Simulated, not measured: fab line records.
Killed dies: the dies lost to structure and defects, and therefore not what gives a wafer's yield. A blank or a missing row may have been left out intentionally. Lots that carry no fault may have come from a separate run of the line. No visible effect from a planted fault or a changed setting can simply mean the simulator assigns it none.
Lot-split experiment    flow n5Finfet    21 wafers read across 7 lots, on a route 1938 steps long

THE SPLIT
At N5_BEOL_M13_ETCH_68 (etches SOC in N2/H2, time 355 s), the setting timeS was moved away from the recipe's 355 s on 6 of the 21 wafers read, by -17.5% to +21.0%. The other wafers ran this setting at the recipe's value.

The reading is taken at the split's own step.

THE READING
SiARC_of_BEOL_M13_COAT_66.thkNm (the simulator's own value, which no gauge read), in nm, at N5_BEOL_M13_ETCH_68 (etches SOC in N2/H2, time 355 s). The file does not state a usual value for it. Average 77.8 nm, standard deviation 0.5 nm, over the 15 wafers here run with the recipe.

wafer   tool, chamber at the split  timeS as run, s  against the recipe  SiARC_of_BEOL_M13_COAT_66.thkNm, nm  against lot-mates on the recipe
L080.2  rieDiel-02, 1               300.3            -15.4%              83                                   +5.3
L080.3  rieDiel-02, 3               355              recipe              78.2                                 -
L080.5  rieDiel-02, 0               355              recipe              77.2                                 -
L081.1  rieDiel-01, 0               355              recipe              77                                   -
L081.3  rieDiel-01, 2               355              recipe              78.2                                 -
L081.4  rieDiel-01, 1               355              recipe              78                                   -
L082.1  rieDiel-01, 3               355              recipe              78.4                                 -
L082.3  rieDiel-01, 2               355              recipe              78.6                                 -
L082.4  rieDiel-01, 1               419.5            +18.2%              71.2                                 -7.3
L083.1  rieDiel-03, 3               355              recipe              77.4                                 -
L083.4  rieDiel-03, 3               355              recipe              77.2                                 -
L083.6  rieDiel-03, 0               355              recipe              77.8                                 -
L088.3  rieDiel-03, 0               355              recipe              77.8                                 -
L088.4  rieDiel-03, 1               428.3            +20.6%              69.4                                 -8.7
L088.5  rieDiel-03, 0               355              recipe              78.4                                 -
L094.1  rieDiel-03, 2               292.9            -17.5%              83                                   +5.7
L094.2  rieDiel-03, 1               355              recipe              77.4                                 -
L094.5  rieDiel-03, 1               355              recipe              77.2                                 -
L093.2  rieDiel-01, 2               355              recipe              77.8                                 -
L093.4  rieDiel-01, 0               429.5            +21.0%              70.2                                 -7.6
L093.5  rieDiel-01, 2               429.5            +21.0%              71.4                                 -6.4

THE FIT
A straight line over all 21 wafers: SiARC_of_BEOL_M13_COAT_66.thkNm changes by -0.345 nm for each +1% of timeS; r = -0.99; the points scatter about the line by 0.6 nm.
The same after taking each lot's own level away (the mean of its wafers on the recipe; 21 wafers): -0.359 nm for each +1%; r = -0.99; scatter 0.54 nm.
On that fit, the largest move of timeS shifts the reading by 7.5 nm.
The span of the lots' own levels, 77.30 to 78.50 nm, comes to 2.4 times the standard deviation stated above.
So the lot-to-lot level changes the slope little: the two slopes agree.
Check: with one of the wafers moved furthest among these (+21.0%) left out of the fit, the line predicts -7.63 nm for it against its lot-mates. Against them it came out at -7.6 nm.

OTHER SPLITS APPLIED TO THESE WAFERS
These wafers also went through other splits before the reading. Each is held against what the fit with the lots' levels taken away leaves over:
other split on the same wafers    wafers away from the commonest value  r with SiARC_of_BEOL_M13_COAT_66.thkNm (lot level and that fit taken away)
N5_BEOL_M11_TRENCH_ETCH_37 timeS  4                                     +0.40
N5_BEOL_M11_ETCH_41 timeS         7                                     +0.22
N5_BEOL_M12_EXPOSE_07 doseMj      9                                     +0.00

THE FILE'S OWN FIT
SiARC_of_BEOL_M13_COAT_66.thkNm changes by -0.368 nm for each +1% of timeS, r = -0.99.
